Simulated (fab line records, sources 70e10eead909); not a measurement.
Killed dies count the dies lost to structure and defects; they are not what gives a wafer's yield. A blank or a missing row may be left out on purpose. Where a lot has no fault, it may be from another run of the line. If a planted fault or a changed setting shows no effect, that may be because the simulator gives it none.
fab line records + flow nandHarc
record
- lots=12
- wafers=36
- lastDay=33
route steps=1302 shown P_ZERO_WELL@18 P_GATE@113 END@1302
lots that met no fault: from a run of the same line without faults
startH: start of the lot's first displayed wafer, in hours after the record's first day + waitH: hours since the lot's step before + " as in the row above + L1.1+2: a single row standing in for several wafers + - value missing, or start not given + * or withheld: withheld + < > ~ a bound
route shown NAME@n: names a module that has steps shown in the file, with the first one's number in the route + usual: mean and standard deviation over wafers with no fault + same: alike in all rows + chamber/n: place in a boat + sites: readings site by site + _std_site: the values' standard deviation + _edge_site: the outer-site mean with the inner-site mean subtracted + radiusMm: for every site, how far away it sits from the centre of the wafer + mask NAME#n: copy n + behind: the most recent tool/chamber to have shaped the wafer + hold: why the lot went on hold/how many hours it stayed there/how the hold came to an end + device: whichever transistor did not switch (one of n, p or np) + end of line: tests run on the same wafers once the route is complete + for a step that has no rows: nothing shown but its recipe + killed: dies that structure and defects cost at the first sort, which is not the same as the wafer's yield + map: a wafer's dies, x killed, . not, _ none there
set.NAME: the setting the step ran with; set.NAME@STEP: the setting that earlier step ran with + model.NAME: the simulator's own value behind a step, which no gauge read
steps of the route over a sample of lots; a table a step, a row a wafer
services: when a tool's chamber went out of use (startH, in hours from the record's first day, below 0 if earlier), for how many hours, and the reason
## steps
# step NHARC_P_ZERO_WELL_ETCH_62
# recipe
- targetDepthA=130
- timeS=6.5
- chf3FlowSccm=50
- arFlowSccm=200
- rfW=500
- biasW=200
- chemistry=CHF3/Ar
# usual
- drypumpMotorCurrentA=5.9/0.42
- oesProductAu=0.958/0.016
- rfVppV=370.8/2.2
- showerheadPlenumPTorr=2.35/0.088
- throttleValvePct=20.215/0.0085
| lot.wafer | tool       | chamber | startH | waitH | drypumpMotorCurrentA | oesProductAu | rfHoursCounterH | rfVppV | showerheadPlenumPTorr | throttleValvePct |
|-----------|------------|---------|--------|-------|----------------------|--------------|-----------------|--------|-----------------------|------------------|
| L896.1    | rieDiel-07 | 0       | -      | -     | 5.7                  | 0.953        | 19              | 369.6  | 2.32                  | 20.237           |
| L896.6    | "          | 3       | "      | "     | 5.6                  | 0.965        | -               | 368.7  | 2.22                  | 20.221           |
| L896.5    | "          | 0       | "      | "     | 5.7                  | 0.964        | -               | 370.7  | 2.32                  | 20.215           |
| L897.2    | rieDiel-07 | 3       | -      | -     | 5.6                  | 0.966        | 22              | 368.8  | 2.22                  | 20.222           |
| L897.3    | "          | 1       | "      | "     | 6.6                  | 0.961        | 26              | 374.4  | 2.48                  | 20.205           |
| L897.5    | "          | 2       | "      | "     | 5.9                  | 0.971        | -               | 369.3  | 2.32                  | 20.194           |
| L899.1    | rieDiel-07 | 2       | -      | -     | 5.9                  | 0.957        | 32              | 371.1  | 2.32                  | 20.214           |
| L899.3    | "          | 3       | "      | "     | 5.7                  | 0.951        | 30              | 369.1  | 2.21                  | 20.210           |
| L899.4    | "          | 0       | "      | "     | 5.8                  | 0.932        | 27              | 371.4  | 2.32                  | 20.210           |
| L900.2    | rieDiel-07 | 0       | -      | -     | 5.7                  | 0.945        | 30              | 370.4  | 2.31                  | 20.215           |
| L900.1    | "          | 2       | "      | "     | 5.9                  | 0.983        | 35              | 369.5  | 2.32                  | 20.209           |
| L900.5    | "          | 0       | "      | "     | 5.7                  | 0.943        | -               | 369.1  | 2.31                  | 20.205           |
| L901.2    | rieDiel-13 | 0       | -      | -     | 5.4                  | 0.920        | 20              | 373.1  | 2.43                  | 20.216           |
| L901.1    | "          | 1       | "      | "     | 5.4                  | 0.929        | 22              | 373.7  | 2.53                  | 20.220           |
| L901.5    | "          | 3       | "      | "     | 6.4                  | 0.929        | -               | 373.0  | 2.42                  | 20.209           |
| L902.2    | rieDiel-03 | 1       | -      | -     | 5.1                  | 0.962        | 44              | 371.4  | 2.37                  | 20.222           |
| L902.3    | "          | 2       | "      | "     | 6.2                  | 0.934        | 40              | 371.1  | 2.35                  | 20.212           |
| L902.5    | "          | 0       | "      | "     | 6.4                  | 0.962        | -               | 368.6  | 2.23                  | 20.216           |
| L910.1    | rieDiel-03 | 3       | -      | -     | 6.0                  | 0.984        | 13              | 371.3  | 2.38                  | 20.217           |
| L910.5    | "          | 3       | "      | "     | 6.0                  | 0.977        | -               | 370.6  | 2.38                  | 20.230           |
| L910.6    | "          | 0       | "      | "     | 6.4                  | 0.957        | -               | 367.7  | 2.23                  | 20.216           |
| L911.3    | rieDiel-03 | 1       | -      | -     | 5.1                  | 0.943        | 22              | 372.7  | 2.35                  | 20.204           |
| L911.4    | "          | 2       | "      | "     | 6.2                  | 0.938        | 22              | 371.5  | 2.34                  | 20.203           |
| L911.5    | "          | 3       | "      | "     | 6.0                  | 0.952        | -               | 371.1  | 2.38                  | 20.216           |
| L912.3    | rieDiel-13 | 2       | -      | -     | 5.7                  | 0.971        | 0               | 372.5  | 2.34                  | 20.223           |
| L912.2    | "          | 3       | "      | "     | 6.4                  | 0.961        | 2               | 372.0  | 2.41                  | 20.211           |
| L912.4    | "          | 0       | "      | "     | 5.4                  | 0.959        | 3               | 370.3  | 2.42                  | 20.208           |
| L916.2    | rieDiel-13 | 1       | -      | -     | 5.3                  | 0.952        | 14              | 373.4  | 2.51                  | 20.225           |
| L916.1    | "          | 2       | "      | "     | 5.7                  | 0.975        | 12              | 369.7  | 2.33                  | 20.204           |
| L916.6    | "          | 1       | "      | "     | 5.4                  | 0.946        | -               | 374.8  | 2.51                  | 20.203           |
| L917.3    | rieDiel-13 | 2       | -      | -     | 5.7                  | 0.945        | 16              | 368.7  | 2.33                  | 20.222           |
| L917.4    | "          | 1       | "      | "     | 5.4                  | 0.930        | 17              | 374.6  | 2.51                  | 20.220           |
| L917.6    | "          | 2       | "      | "     | 5.7                  | 0.945        | -               | 369.5  | 2.33                  | 20.216           |
| L919.3    | rieDiel-13 | 3       | -      | -     | 6.3                  | 0.980        | 20              | 373.0  | 2.40                  | 20.211           |
| L919.4    | "          | 0       | "      | "     | 5.4                  | 0.970        | 26              | 372.6  | 2.41                  | 20.226           |
| L919.5    | "          | 2       | "      | "     | 5.7                  | 0.955        | -               | 369.7  | 2.33                  | 20.216           |
# step NHARC_P_ZERO_WELL_RTA_42
# recipe
- tempC=1100
- timeS=300
# usual
- lampPowerPct=37.76/0.3
- wafer_temp_C_max=1105.3/2.1
| lot.wafer | tool         | chamber | startH | waitH | lampPowerPct | wafer_temp_C_max |
|-----------|--------------|---------|--------|-------|--------------|------------------|
| L896.1    | rtpAnneal-01 | 0       | 27.52  | -     | 38.11        | 1104.3           |
| L896.5    | "            | 0       | "      | "     | 38.09        | 1105.3           |
| L896.6    | "            | 0       | "      | "     | 38.09        | 1104.4           |
| L897.2    | rtpAnneal-01 | 0       | 36.91  | -     | 38.05        | 1102.8           |
| L897.3    | "            | 0       | "      | "     | 38.10        | 1102.7           |
| L897.5    | "            | 0       | "      | "     | 38.09        | 1104.4           |
| L899.1    | rtpAnneal-01 | 0       | 56.91  | -     | 38.07        | 1103.5           |
| L899.3    | "            | 0       | "      | "     | 38.05        | 1104.1           |
| L899.4    | "            | 0       | "      | "     | 38.08        | 1103.4           |
| L900.1    | rtpAnneal-01 | 0       | 66.80  | -     | 37.95        | 1102.3           |
| L900.2    | "            | 0       | "      | "     | 38.08        | 1104.0           |
| L900.5    | "            | 0       | "      | "     | 38.01        | 1103.0           |
| L901.1    | rtpAnneal-02 | 0       | 76.89  | -     | 37.48        | 1107.2           |
| L901.2    | "            | 0       | "      | "     | 37.52        | 1104.8           |
| L901.5    | "            | 0       | "      | "     | 37.52        | 1106.9           |
| L902.2    | rtpAnneal-01 | 0       | 94.06  | -     | 38.01        | 1103.1           |
| L902.3    | "            | 0       | "      | "     | 37.99        | 1103.2           |
| L902.5    | "            | 0       | "      | "     | 38.01        | 1104.4           |
| L910.1    | rtpAnneal-02 | 0       | 166.81 | -     | 37.41        | 1108.5           |
| L910.5    | "            | 0       | "      | "     | 37.36        | 1107.5           |
| L910.6    | "            | 0       | "      | "     | 37.41        | 1106.0           |
| L911.3    | rtpAnneal-01 | 0       | 178.14 | -     | 37.90        | 1103.1           |
| L911.4    | "            | 0       | "      | "     | 37.97        | 1102.0           |
| L911.5    | "            | 0       | "      | "     | 37.89        | 1104.8           |
| L912.2    | rtpAnneal-02 | 0       | 186.89 | -     | 37.34        | 1106.0           |
| L912.3    | "            | 0       | "      | "     | 37.43        | 1106.2           |
| L912.4    | "            | 0       | "      | "     | 37.38        | 1107.3           |
| L916.1    | rtpAnneal-02 | 0       | 226.86 | -     | 37.47        | 1109.3           |
| L916.2    | "            | 0       | "      | "     | 37.46        | 1107.2           |
| L916.6    | "            | 0       | "      | "     | 37.50        | 1106.2           |
| L917.3    | rtpAnneal-01 | 0       | 237.21 | -     | 37.96        | 1105.5           |
| L917.4    | "            | 0       | "      | "     | 38.01        | 1103.9           |
| L917.6    | "            | 0       | "      | "     | 37.99        | 1104.7           |
| L919.3    | rtpAnneal-02 | 0       | 256.85 | -     | 37.47        | 1103.9           |
| L919.4    | "            | 0       | "      | "     | 37.42        | 1108.1           |
| L919.5    | "            | 0       | "      | "     | 37.42        | 1105.1           |
# step NHARC_P_GATE_OXIDE_02
# recipe
- targetThkA=375
- tempC=950
- pH2oTorr=720
- oxTimeS=365
- material=SiO2
# usual
- spikeTcUpperC=949.3/1.2
- zonePowerLowerPct=19.6/0.58
| lot.wafer | tool       | chamber | startH | waitH | spikeTcUpperC | zonePowerLowerPct |
|-----------|------------|---------|--------|-------|---------------|-------------------|
| L896.1    | furnace-02 | 0       | 76.74  | -     | 949.5         | 20.1              |
| L896.5    | "          | 0       | "      | "     | 947.5         | 20.0              |
| L896.6    | "          | 0       | "      | "     | 950.2         | 20.2              |
| L897.2    | furnace-08 | 0       | 86.39  | -     | 948.5         | 19.0              |
| L897.3    | "          | 0       | "      | "     | 950.5         | 19.0              |
| L897.5    | "          | 0       | "      | "     | 947.2         | 19.3              |
| L899.1    | furnace-05 | 0       | 103.43 | -     | 951.1         | 19.9              |
| L899.3    | "          | 0       | "      | "     | 949.4         | 20.5              |
| L899.4    | "          | 0       | "      | "     | 951.9         | 20.5              |
| L900.1    | furnace-02 | 0       | 120.91 | -     | 949.8         | 19.9              |
| L900.2    | "          | 0       | "      | "     | 949.4         | 20.0              |
| L900.5    | "          | 0       | "      | "     | 949.8         | 19.8              |
| L900.1    | furnace-02 | 0       | 126.13 | 1.1   | 950.3         | 19.9              |
| L900.2    | "          | 0       | "      | "     | 948.7         | 20.0              |
| L900.5    | "          | 0       | "      | "     | 949.2         | 20.0              |
| L901.1    | furnace-02 | 0       | 127.93 | -     | 948.8         | 19.4              |
| L901.2    | "          | 0       | "      | "     | 949.1         | 19.8              |
| L901.5    | "          | 0       | "      | "     | 949.4         | 20.0              |
| L902.2    | furnace-02 | 0       | 143.11 | -     | 948.5         | 20.3              |
| L902.3    | "          | 0       | "      | "     | 949.9         | 19.9              |
| L902.5    | "          | 0       | "      | "     | 947.3         | 20.0              |
| L902.2    | furnace-05 | 0       | 147.69 | 0.4   | 949.8         | 19.9              |
| L902.3    | "          | 0       | "      | "     | 949.6         | 20.3              |
| L902.5    | "          | 0       | "      | "     | 952.1         | 20.0              |
| L910.1    | furnace-08 | 0       | 219.25 | -     | 949.0         | 18.8              |
| L910.5    | "          | 0       | "      | "     | 947.7         | 18.9              |
| L910.6    | "          | 0       | "      | "     | 950.1         | 18.8              |
| L911.3    | furnace-08 | 0       | 225.12 | -     | 948.6         | 19.0              |
| L911.4    | "          | 0       | "      | "     | 948.3         | 19.0              |
| L911.5    | "          | 0       | "      | "     | 950.1         | 19.0              |
| L912.2    | furnace-08 | 0       | 234.62 | -     | 949.1         | 19.1              |
| L912.3    | "          | 0       | "      | "     | 949.5         | 18.9              |
| L912.4    | "          | 0       | "      | "     | 949.0         | 18.9              |
| L916.1    | furnace-05 | 0       | 278.08 | -     | 951.4         | 20.4              |
| L916.2    | "          | 0       | "      | "     | 949.3         | 20.7              |
| L916.6    | "          | 0       | "      | "     | 950.6         | 20.5              |
| L917.3    | furnace-05 | 0       | 282.95 | -     | 950.3         | 20.6              |
| L917.4    | "          | 0       | "      | "     | 951.2         | 20.1              |
| L917.6    | "          | 0       | "      | "     | 949.5         | 20.0              |
| L919.3    | furnace-02 | 0       | 303.33 | -     | 948.4         | 19.7              |
| L919.4    | "          | 0       | "      | "     | 947.5         | 19.9              |
| L919.5    | "          | 0       | "      | "     | 948.4         | 19.9              |
# step NHARC_P_GATE_ETCH_32
# recipe
- targetDepthA=1500
- overEtchFrac=1
- overEtchIonEnergyEv=40
- timeS=100.1
- hbrFlowSccm=150
- cl2FlowSccm=50
- rfW=400
- icpW=400
- biasW=100
- chemistry=HBr/Cl2
# usual
- drypumpMotorCurrentA=5.8/0.34
- oesProductAu=1.002/0.0088
- throttleValvePct=26.406/0.0091
# same
- overEtchFrac=1
| lot.wafer | tool     | chamber | startH | waitH | drypumpMotorCurrentA | oesProductAu | rfHoursCounterH | throttleValvePct |
|-----------|----------|---------|--------|-------|----------------------|--------------|-----------------|------------------|
| L896.1    | rieSi-04 | 3       | 96.24  | -     | 6.0                  | 1.019        | 0.64            | 26.405           |
| L896.5    | "        | 3       | "      | "     | 5.9                  | 1.023        | -               | 26.400           |
| L896.6    | "        | 0       | "      | "     | 6.1                  | 1.015        | -               | 26.397           |
| L897.3    | rieSi-04 | 1       | 106.33 | -     | 5.9                  | 0.995        | 0.71            | 26.402           |
| L897.2    | "        | 2       | "      | "     | 5.9                  | 0.995        | 0.74            | 26.415           |
| L897.5    | "        | 3       | "      | "     | 6.0                  | 1.009        | -               | 26.404           |
| L899.1    | rieSi-03 | 1       | 122.83 | -     | 5.9                  | 0.992        | 0.43            | 26.406           |
| L899.4    | "        | 2       | "      | "     | 5.1                  | 0.997        | 0.36            | 26.409           |
| L899.3    | "        | 0       | "      | "     | 6.0                  | 1.011        | 0.47            | 26.401           |
| L900.2    | rieSi-04 | 1       | 141.64 | -     | 5.9                  | 1.015        | 0.91            | 26.408           |
| L900.1    | "        | 2       | "      | "     | 5.9                  | 0.996        | 0.91            | 26.384           |
| L900.5    | "        | 1       | "      | "     | 5.9                  | 1.007        | -               | 26.400           |
| L901.1    | rieSi-01 | 0       | 149.63 | -     | 5.3                  | 0.990        | 0.84            | 26.411           |
| L901.2    | "        | 1       | "      | "     | 6.2                  | 0.998        | 0.73            | 26.416           |
| L901.5    | "        | 3       | "      | "     | 5.4                  | 0.996        | -               | 26.401           |
| L902.2    | rieSi-01 | 2       | 168.70 | -     | 6.1                  | 1.012        | 0.70            | 26.412           |
| L902.3    | "        | 3       | "      | "     | 5.4                  | 1.003        | 0.90            | 26.402           |
| L902.5    | "        | 1       | "      | "     | 6.2                  | 1.006        | -               | 26.412           |
| L910.1    | rieSi-03 | 1       | 241.05 | -     | 5.9                  | 0.992        | 0.10            | 26.395           |
| L910.6    | "        | 3       | "      | "     | 5.8                  | 1.000        | -               | 26.407           |
| L910.5    | "        | 0       | "      | "     | 6.0                  | 1.008        | -               | 26.389           |
| L911.3    | rieSi-04 | 2       | 249.05 | -     | 5.9                  | 1.007        | 0.37            | 26.408           |
| L911.4    | "        | 0       | "      | "     | 6.1                  | 1.001        | 0.38            | 26.423           |
| L911.5    | "        | 1       | "      | "     | 5.9                  | 0.995        | -               | 26.391           |
| L912.2    | rieSi-01 | 0       | 260.44 | -     | 5.3                  | 0.998        | 0.40            | 26.392           |
| L912.3    | "        | 1       | "      | "     | 6.2                  | 1.004        | 0.43            | 26.399           |
| L912.4    | "        | 2       | "      | "     | 6.1                  | 0.994        | 0.39            | 26.417           |
| L916.1    | rieSi-04 | 1       | 299.55 | -     | 5.9                  | 1.001        | 0.73            | 26.412           |
| L916.2    | "        | 3       | "      | "     | 6.0                  | 1.000        | 0.76            | 26.401           |
| L916.6    | "        | 2       | "      | "     | 6.0                  | 0.992        | -               | 26.403           |
| L917.3    | rieSi-01 | 0       | 302.97 | -     | 5.3                  | 1.003        | 0.63            | 26.410           |
| L917.4    | "        | 2       | "      | "     | 6.1                  | 1.004        | 0.62            | 26.418           |
| L917.6    | "        | 3       | "      | "     | 5.4                  | 0.998        | -               | 26.414           |
| L919.4    | rieSi-04 | 1       | 323.67 | -     | 5.9                  | 0.990        | 0.90            | 26.413           |
| L919.3    | "        | 3       | "      | "     | 6.0                  | 1.008        | 0.89            | 26.406           |
| L919.5    | "        | 0       | "      | "     | 6.1                  | 1.008        | -               | 26.395           |
# step NHARC_END_SORT_01
# recipe
- tempC=25
# usual
- killedAtArray=50/16
- killedAtOther=0.8/1
- killedAtPeriphery=4/3.1
- killedDies=54/16
- killedOpen=3.2/2
- killedShort=2.5/1.6
# same
- grossDies=677
| lot.wafer | tool      | chamber | startH | waitH | killedAtArray | killedAtOther | killedAtPeriphery | killedDies | killedOpen | killedShort |
|-----------|-----------|---------|--------|-------|---------------|---------------|-------------------|------------|------------|-------------|
| L899.1    | prober-02 | 0       | 588.41 | 2.5   | 54            | 2             | 1                 | 57         | 1          | 1           |
| L899.3    | prober-02 | 0       | 590.01 | 3.1   | 62            | 0             | 3                 | 65         | 4          | 2           |
| L899.4    | prober-02 | 0       | 590.81 | 3.4   | 56            | 3             | 1                 | 60         | 2          | 2           |
| L912.2    | prober-01 | 0       | 717.62 | 2.8   | 68            | 0             | 2                 | 70         | 1          | 2           |
| L912.3    | prober-01 | 0       | 718.41 | 3.1   | 64            | 0             | 5                 | 69         | 7          | 2           |
| L912.4    | prober-01 | 0       | 719.21 | 3.4   | 55            | 0             | 6                 | 61         | 5          | 0           |
# killed by level:class
L899.1 A_SLIT:chamberFilmFlake=21 A_CHANNEL_HOLE_D1:chamberFilmFlake=20 A_CHANNEL_HOLE_D2:chamberFilmFlake=10 THIN_TSV:chamberFilmFlake=2 A_ONON_D1:geometricParticle:short=1 A_M0:geometricParticle:open=1 P_ZERO_WELL:chamberFilmFlake=1 A_WL_FILL:chamberFilmFlake=1
L899.3 A_CHANNEL_HOLE_D1:chamberFilmFlake=32 A_SLIT:chamberFilmFlake=20 A_CHANNEL_HOLE_D2:chamberFilmFlake=4 A_DECK1_JOINT:chamberFilmFlake=2 P_CONTACT:geometricParticle:open=1 P_M0:geometricParticle:open=1 P_M2:geometricParticle:open=1 A_SGD_CUT:geometricParticle:open=1
L899.4 A_CHANNEL_HOLE_D1:chamberFilmFlake=23 A_SLIT:chamberFilmFlake=23 A_CHANNEL_HOLE_D2:chamberFilmFlake=4 A_CONTACT:chamberFilmFlake=3 THIN_TSV:chamberFilmFlake=3 P_CONTACT:geometricParticle:short=1 A_ONON_D1:geometricParticle:short=1 A_CHANNEL_FILL_D1:geometricParticle:open=1
L912.2 A_CHANNEL_HOLE_D1:chamberFilmFlake=32 A_SLIT:chamberFilmFlake=29 A_CONTACT:chamberFilmFlake=4 A_CHANNEL_HOLE_D1:geometricParticle:short=1 A_CHANNEL_FILL_D2:geometricParticle:short=1 A_M1:geometricParticle:open=1 P_ZERO_WELL:chamberFilmFlake=1 P_GATE:chamberFilmFlake=1
L912.3 A_SLIT:chamberFilmFlake=28 A_CHANNEL_HOLE_D1:chamberFilmFlake=27 A_CHANNEL_FILL_D1:geometricParticle:open=2 P_GATE:chamberFilmFlake=2 P_CONTACT:geometricParticle:open=1 P_M0:geometricParticle:open=1 P_M2:geometricParticle:short=1 A_ONON_D1:geometricParticle:open=1
L912.4 A_CHANNEL_HOLE_D1:chamberFilmFlake=23 A_SLIT:chamberFilmFlake=23 A_CONTACT:chamberFilmFlake=4 P_GATE:chamberFilmFlake=3 P_CONTACT:geometricParticle:open=1 P_M0:geometricParticle:open=1 A_ONON_D1:geometricParticle:open=1 A_CHANNEL_FILL_D2:geometricParticle:open=1
## services
| tool         | chamber | startH | hours | kind   |
|--------------|---------|--------|-------|--------|
| rtpAnneal-02 | -       | 12.00  | 12.0  | pm     |
| rieSi-01     | -       | 16.00  | 9.0   | pm     |
| rieDiel-07   | 0       | 28.84  | 4.6   | repair |
| rieSi-04     | 2       | 31.12  | 2.6   | repair |
| rieSi-01     | 2       | 71.69  | 5.1   | repair |
| rieSi-04     | 1       | 78.61  | 9.4   | repair |
| rieSi-04     | 2       | 82.17  | 10.2  | repair |
| rieDiel-07   | 0       | 96.11  | 9.6   | repair |
| rieSi-04     | 1       | 103.53 | 0.9   | repair |
| rieSi-01     | 2       | 110.29 | 1.0   | repair |
| furnace-05   | -       | 116.61 | 26.0  | pm     |
| rieDiel-07   | -       | 117.35 | 9.0   | pm     |
| rieSi-01     | -       | 125.32 | 0.9   | repair |
| rieSi-01     | -       | 155.47 | 0.6   | repair |
| rieDiel-13   | 2       | 156.41 | 22.4  | repair |
| rieSi-04     | -       | 165.00 | 9.0   | pm     |
| rieDiel-13   | -       | 165.01 | 9.0   | pm     |
| rieDiel-07   | 1       | 171.26 | 18.0  | repair |
| rieDiel-13   | 3       | 200.20 | 13.6  | repair |
| rieDiel-13   | -       | 202.49 | 0.5   | repair |
| rieSi-04     | 2       | 221.55 | 9.2   | repair |
| rieDiel-13   | 1       | 252.63 | 6.6   | repair |
| rieSi-04     | 0       | 290.88 | 13.3  | repair |
| rieDiel-13   | 1       | 296.16 | 4.5   | repair |
## key
firstSign
- step=NHARC_P_GATE_OXIDE_02
- reading=visit
- direction=added
effect none on later readings
metAt NHARC_P_GATE_OXIDE_02
struckLots L900,L902
testerLeftOut L900,L902
notActingAt NHARC_P_ZERO_WELL_ETCH_62,NHARC_P_ZERO_WELL_RTA_42,NHARC_P_GATE_ETCH_32
fault
- kind=repeatedStepWhole
- tool=furnace-02,furnace-05,furnace-08
- chamber=-
- onsetH=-
- steps=NHARC_P_GATE_OXIDE_02
- times=1
- scope=struckLotsOnly
# testerLeftOut: of these lots the tester's yield and bins aren't shown, on N5 and GAA mostly nor the transistor test; their killed dies are dies lost to structure and defects alone, not to doping, threshold or leakage, so they don't give the yield
